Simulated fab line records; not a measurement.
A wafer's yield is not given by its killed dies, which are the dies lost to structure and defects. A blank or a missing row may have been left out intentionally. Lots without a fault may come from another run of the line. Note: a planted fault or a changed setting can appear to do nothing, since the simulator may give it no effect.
fab line records	flow n5_finfet
record lots=10	wafers=29	last_day=20
route steps=1938 shown BEOL_M6@1212
lots that met no fault: taken from a fault-free run of the same line
start_h: hours from the record's opening day to when the first of the lot's shown wafers began	wait_h: hours from the lot's prior step to this one	" the same as in the row above	L1.1+2: a row that stands for several wafers	- no value, or no start was given	* or withheld: withheld	< > ~ a bound
route shown NAME@n: names a module that has steps shown in the file, with the first one's number in the route	usual: mean/standard deviation of fault-free wafers	same: alike in all rows	chamber/n: place in a boat	sites: the reading at each site	_std_site: how widely they spread, as a standard deviation	_edge_site: the outer-site mean with the inner-site mean subtracted	radius_mm: for every site, how far away it sits from the centre of the wafer	mask NAME#n: copy n	behind: the most recent tool/chamber to have shaped the wafer	hold: cause of the lot's hold/its duration in hours/its outcome	device: the transistor (n, p or np) that didn't switch	end of line: the route-end tests of the same wafers	where a step has no rows: the recipe by itself	killed: dies that structure and defects cost at the first sort, which is not the same as the wafer's yield	map: the dies of a wafer, with x for killed, . for not killed, _ for no die there
set.NAME: the setting as run; set.NAME@STEP: as run at that earlier step	model.NAME: the simulator's own value behind a step, which no gauge read
route steps across a sampled set of lots; one table per step, one row per wafer
services: a tool's chamber out of use, with start hour (start_h, from the record's first day; less than 0 if before it), hours out, and reason
## steps
# step N5_BEOL_M6_ETCH_62
# recipe chemistry=N2/H2	target=SOC	target_depth_a=1100	overetch_a=220	mask_material=SiARC	temp_c=40	time_s=165	ion_energy_ev=200	pressure_mtorr=30	source_w=840	bias_w=150	n2_flow_sccm=200	h2_flow_sccm=200
# usual bias_w=150.0/0.42	drypump_motor_current_A=5.7/0.57	h2_flow_sccm=200.0/0.6	oes_product_au=0.68/0.076	rf_vpp_V=524.3/2.3	showerhead_plenum_p_Torr=2.56/0.081	throttle_valve_pct=17.79/0.24
lot.wafer	tool	chamber	start_h	wait_h	bias_w	drypump_motor_current_A	h2_flow_sccm	oes_product_au	rf_hours_counter_h	rf_vpp_V	showerhead_plenum_p_Torr	throttle_valve_pct
L815.2	rie_diel-03	1	263.61	0.0	149.7	4.9	199.9	0.69	85	526.9	2.68	17.79
L815.5	"	3	"	"	150.2	6.2	199.1	0.61	-	522.3	2.52	17.70
L815.6	"	0	"	"	149.4	5.2	198.7	0.60	-	523.3	2.52	17.56
L816.2	rie_diel-03	0	268.47	0.0	149.9	5.2	201.1	0.60	211	523.2	2.52	17.55
L816.3	"	3	"	"	150.0	6.2	200.0	0.61	213	524.2	2.52	17.68
L816.6	"	0	"	"	149.8	5.2	201.1	0.60	-	524.1	2.52	17.55
L821.1	rie_diel-03	0	275.74	0.0	149.3	5.2	202.1	0.60	213	523.7	2.52	17.57
L821.4	"	2	"	"	150.7	6.5	199.9	0.81	3	526.5	2.60	17.55
L821.5	"	2	"	"	150.1	6.5	199.9	0.82	-	527.4	2.60	17.57
L819.4	rie_diel-01	3	292.45	0.0	149.6	5.8	200.0	0.58	235	521.3	2.50	18.05
L819.5	"	0	"	"	150.4	6.0	200.4	0.70	-	522.5	2.48	17.77
L819.6	"	3	"	"	149.7	5.8	200.2	0.58	-	523.6	2.50	18.03
L823.4	rie_diel-03	1	306.78	0.0	150.4	4.9	200.5	0.69	99	527.8	2.67	17.84
L823.5	"	3	"	"	150.2	6.3	199.3	0.60	-	524.0	2.51	17.72
L823.6	"	2	"	"	149.9	6.5	199.6	0.78	-	525.2	2.60	17.56
L824.3	rie_diel-01	0	331.65	0.0	150.0	6.0	199.7	0.69	72	521.9	2.47	17.79
L824.4	"	2	"	"	149.8	5.2	200.4	0.68	114	524.5	2.56	18.12
L824.5	"	3	"	"	150.2	5.8	200.4	0.58	-	524.0	2.50	18.08
L828.1	rie_diel-03	0	339.81	0.0	150.2	5.1	201.1	0.59	230	523.3	2.51	17.59
L828.4	"	3	"	"	149.9	6.2	199.7	0.59	236	523.5	2.51	17.74
L828.6	"	1	"	"	150.5	4.9	201.1	0.68	-	526.7	2.67	17.84
L832.3	rie_diel-01	0	364.86	0.0	149.7	6.1	200.0	0.68	84	522.4	2.47	17.82
L832.6	"	0	"	"	149.8	6.0	199.7	0.68	-	521.7	2.47	17.83
L835.2	rie_diel-03	2	384.14	0.0	149.1	6.5	200.7	0.74	40	525.8	2.59	17.62
L835.3	"	1	"	"	149.7	4.9	199.5	0.67	124	524.5	2.66	17.87
L835.5	"	1	"	"	149.7	4.9	199.2	0.67	-	527.3	2.66	17.85
L834.1	rie_diel-03	0	385.77	0.0	149.6	5.2	200.3	0.58	244	521.6	2.50	17.61
L834.2	"	1	"	"	150.3	4.9	200.0	0.67	125	526.4	2.66	17.88
L834.4	"	2	"	"	149.7	6.5	200.5	0.74	-	523.4	2.58	17.63
# step N5_BEOL_M6_STRIP_67
# recipe chemistry=CF4	resist=SiARC	power_w=300	bias_power_w=75	pressure_mtorr=50	cf4_flow_sccm=150	rf_frequency_hz=6e+07
# usual drypump_motor_current_A=5.7/0.57	oes_product_au=0.80/0.09	rf_vpp_V=271.4/1.5	showerhead_plenum_p_Torr=1.81/0.054	throttle_valve_pct=13.56/0.23
lot.wafer	tool	chamber	start_h	wait_h	drypump_motor_current_A	oes_product_au	rf_hours_counter_h	rf_vpp_V	showerhead_plenum_p_Torr	throttle_valve_pct
L815.2	rie_diel-03	1	263.76	0.0	4.9	0.83	85	271.5	1.89	13.65
L815.5	"	3	"	"	6.2	0.72	-	272.9	1.78	13.58
L815.6	"	0	"	"	5.2	0.71	-	270.4	1.78	13.39
L816.2	rie_diel-03	0	268.62	0.0	5.2	0.71	211	271.6	1.78	13.40
L816.3	"	3	"	"	6.3	0.71	213	272.2	1.78	13.55
L816.6	"	0	"	"	5.2	0.71	-	271.0	1.78	13.41
L821.1	rie_diel-03	0	275.89	0.0	5.2	0.70	213	271.1	1.78	13.43
L821.4	"	2	"	"	6.5	0.97	3	272.2	1.84	13.29
L821.5	"	2	"	"	6.5	0.96	-	271.9	1.83	13.26
L819.4	rie_diel-01	3	292.60	0.0	5.7	0.69	235	270.8	1.77	13.92
L819.5	"	0	"	"	6.0	0.83	-	271.7	1.74	13.39
L819.6	"	3	"	"	5.7	0.70	-	269.9	1.77	13.93
L823.4	rie_diel-03	1	306.93	0.0	4.9	0.82	99	273.1	1.89	13.68
L823.5	"	3	"	"	6.3	0.71	-	269.7	1.78	13.61
L823.6	"	2	"	"	6.5	0.92	-	272.8	1.83	13.30
L824.3	rie_diel-01	0	331.80	0.0	6.0	0.82	72	270.3	1.74	13.40
L824.4	"	2	"	"	5.2	0.81	114	271.2	1.81	13.78
L824.5	"	3	"	"	5.7	0.68	-	270.6	1.77	13.93
L828.1	rie_diel-03	0	339.95	0.0	5.2	0.69	230	269.9	1.77	13.46
L828.4	"	3	"	"	6.3	0.71	236	269.9	1.77	13.61
L828.6	"	1	"	"	4.9	0.80	-	272.8	1.88	13.69
L832.3	rie_diel-01	0	365.01	0.0	6.0	0.80	84	270.3	1.74	13.46
L832.6	"	0	"	"	6.0	0.80	-	271.2	1.74	13.44
L835.2	rie_diel-03	2	384.29	0.0	6.5	0.87	40	272.9	1.82	13.37
L835.3	"	1	"	"	4.9	0.80	124	272.5	1.88	13.73
L835.5	"	1	"	"	4.9	0.80	-	273.7	1.88	13.74
L834.1	rie_diel-03	0	385.92	0.0	5.2	0.69	245	270.2	1.77	13.49
L834.2	"	1	"	"	4.9	0.79	125	272.6	1.88	13.73
L834.4	"	2	"	"	6.5	0.87	-	270.8	1.82	13.38
# step N5_BEOL_M6_CD_MEAS_18
# recipe pitch_nm=80	target_cd_nm=40
# usual cd_nm=40.0/0.5
lot.wafer	tool	chamber	start_h	wait_h	cd_nm
L815.2	cd_sem-01	-	263.98	0.1	40.5
L815.5	"	-	"	"	41.2
L815.6	"	-	"	"	40.4
L816.2	cd_sem-03	-	268.84	0.1	39.7
L816.3	"	-	"	"	40.0
L816.6	"	-	"	"	40.0
L821.1	cd_sem-03	-	276.11	0.0	41.3
L821.4	"	-	"	"	41.1
L821.5	"	-	"	"	40.3
L819.4	cd_sem-03	-	292.82	0.1	39.2
L819.5	"	-	"	"	39.7
L819.6	"	-	"	"	39.9
L823.4	cd_sem-03	-	307.16	0.1	39.9
L823.5	"	-	"	"	39.6
L823.6	"	-	"	"	40.0
L824.3	cd_sem-03	-	332.03	0.1	39.8
L824.4	"	-	"	"	39.5
L824.5	"	-	"	"	39.9
L828.1	cd_sem-03	-	340.27	0.0	40.3
L828.4	"	-	"	"	41.1
L828.6	"	-	"	"	40.7
L832.3	cd_sem-01	-	365.35	0.1	39.6
L832.6	"	-	"	"	40.4
L835.2	cd_sem-02	-	384.51	0.1	39.8
L835.3	"	-	"	"	40.7
L835.5	"	-	"	"	40.8
L834.1	cd_sem-02	-	386.14	0.0	39.6
L834.2	"	-	"	"	39.2
L834.4	"	-	"	"	39.1
# step N5_BEOL_M6_ETCH_66
# recipe chemistry=N2/H2	target=SOC	target_depth_a=800	overetch_a=160	mask_material=SiARC	temp_c=40	time_s=120	ion_energy_ev=200	pressure_mtorr=30	source_w=840	bias_w=150	n2_flow_sccm=200	h2_flow_sccm=200
# usual bias_w=150.0/0.47	drypump_motor_current_A=5.8/0.58	h2_flow_sccm=200.0/0.54	oes_product_au=0.60/0.065	rf_vpp_V=523.8/2.3	showerhead_plenum_p_Torr=2.54/0.076	throttle_valve_pct=17.79/0.24
lot.wafer	tool	chamber	start_h	wait_h	bias_w	drypump_motor_current_A	h2_flow_sccm	oes_product_au	rf_hours_counter_h	rf_vpp_V	showerhead_plenum_p_Torr	throttle_valve_pct
L815.2	rie_diel-04	0	264.49	0.0	149.3	5.7	201.5	0.53	237	520.4	2.41	18.15
L815.5	"	3	"	"	150.6	6.0	200.1	0.54	-	524.8	2.62	17.77
L815.6	"	2	"	"	150.7	5.3	200.2	0.52	-	519.8	2.40	18.14
L816.2	rie_diel-04	1	271.50	0.0	150.1	6.2	199.0	0.59	138	522.8	2.54	18.18
L816.3	"	3	"	"	149.5	6.0	200.1	0.54	231	525.9	2.61	17.79
L816.6	"	1	"	"	149.7	6.2	199.9	0.59	-	524.2	2.54	18.22
L821.1	rie_diel-01	0	277.57	0.0	150.2	6.0	199.4	0.64	56	523.0	2.48	17.77
L821.4	"	1	"	"	149.7	6.5	199.3	0.68	29	522.8	2.48	17.38
L821.5	"	3	"	"	149.0	5.8	200.5	0.54	-	522.6	2.51	18.01
L819.4	rie_diel-01	0	295.73	0.0	150.8	6.0	200.5	0.64	62	522.1	2.48	17.77
L819.5	"	0	"	"	151.0	6.0	200.7	0.64	-	522.4	2.48	17.76
L819.6	"	3	"	"	150.1	5.7	200.9	0.53	-	522.9	2.50	18.05
L823.4	rie_diel-04	1	307.66	0.0	149.3	6.2	199.1	0.57	154	522.6	2.54	18.23
L823.5	"	2	"	"	151.1	5.3	200.6	0.75	-	528.6	2.72	17.71
L823.6	"	1	"	"	149.2	6.2	199.1	0.57	-	523.4	2.54	18.23
L824.3	rie_diel-01	2	337.60	0.0	150.2	5.2	199.9	0.61	116	523.7	2.56	18.11
L824.4	"	2	"	"	150.1	5.2	200.3	0.61	-	524.9	2.56	18.13
L824.5	"	1	"	"	149.9	6.5	199.4	0.67	-	521.1	2.47	17.43
L828.1	rie_diel-01	1	342.06	0.0	149.9	6.5	199.2	0.66	52	521.2	2.47	17.42
L828.4	"	1	"	"	150.3	6.5	199.1	0.66	-	521.2	2.47	17.42
L828.6	"	2	"	"	149.8	5.2	200.1	0.61	-	523.6	2.56	18.12
L832.3	rie_diel-01	2	366.05	0.0	143.5	5.3	199.8	0.60	125	508.4	2.55	18.15
L832.6	"	2	"	"	144.2	5.2	199.6	0.60	-	510.9	2.55	18.13
L835.2	rie_diel-03	2	385.26	0.0	150.2	6.5	200.2	0.66	40	527.1	2.58	17.63
L835.3	"	1	"	"	150.8	4.9	200.2	0.60	125	527.6	2.66	17.85
L835.5	"	1	"	"	149.9	4.9	200.8	0.61	-	527.6	2.66	17.85
L834.1	rie_diel-01	1	387.38	0.0	144.3	6.5	200.6	0.65	67	509.1	2.47	17.47
L834.2	"	2	"	"	144.0	5.2	200.6	0.60	133	509.2	2.55	18.15
L834.4	"	2	"	"	142.8	5.2	200.7	0.60	-	511.0	2.55	18.15
## services
tool	chamber	start_h	hours	kind
rie_diel-03	2	248.78	-	clean
rie_diel-03	2	248.78	-	consumable_replace:focus_ring
rie_diel-03	2	248.78	19.9	scheduled_down
rie_diel-03	2	248.78	19.9	vent_cycle
rie_diel-04	2	273.86	-	clean
rie_diel-04	2	273.86	-	consumable_replace:focus_ring
rie_diel-04	2	273.86	-	consumable_replace:showerhead
rie_diel-04	2	273.86	18.4	scheduled_down
rie_diel-04	2	273.86	18.4	vent_cycle
rie_diel-04	0	276.34	24.4	repair
rie_diel-04	3	315.93	-	clean
rie_diel-04	3	315.93	-	consumable_replace:focus_ring
rie_diel-04	3	315.93	15.1	scheduled_down
rie_diel-04	3	315.93	15.1	vent_cycle
rie_diel-01	0	320.42	4.8	repair
rie_diel-01	3	332.24	-	clean
rie_diel-01	3	332.24	-	consumable_replace:focus_ring
rie_diel-01	3	332.24	21.6	scheduled_down
rie_diel-01	3	332.24	21.6	vent_cycle
rie_diel-01	-	351.87	2.8	pm
rie_diel-03	3	381.15	-	clean
rie_diel-03	3	381.15	-	consumable_replace:focus_ring
rie_diel-03	3	381.15	31.9	scheduled_down
rie_diel-03	3	381.15	31.9	vent_cycle
## key
first_sign step=N5_BEOL_M6_ETCH_66	reading=bias_w	direction=down	sigmas=13	usual=*	struck=*
effect step=N5_BEOL_M6_ETCH_66	reading=rf_vpp_V	direction=down	sigmas=6.2	usual=523.8	struck=509.7
met_at N5_BEOL_M6_ETCH_66
struck_lots L832,L834
not_acting_at N5_BEOL_M6_ETCH_62,N5_BEOL_M6_STRIP_67,N5_BEOL_M6_CD_MEAS_18
onset_between 342.06 366.05
fault kind=process_parameter_drift	tool=rie_diel-01	chamber=-	onset_h=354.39	steps=N5_BEOL_M6_ETCH_66	channel=bias_w	offset=*	shape=step	end_h=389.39	acts_in=*	stated=*
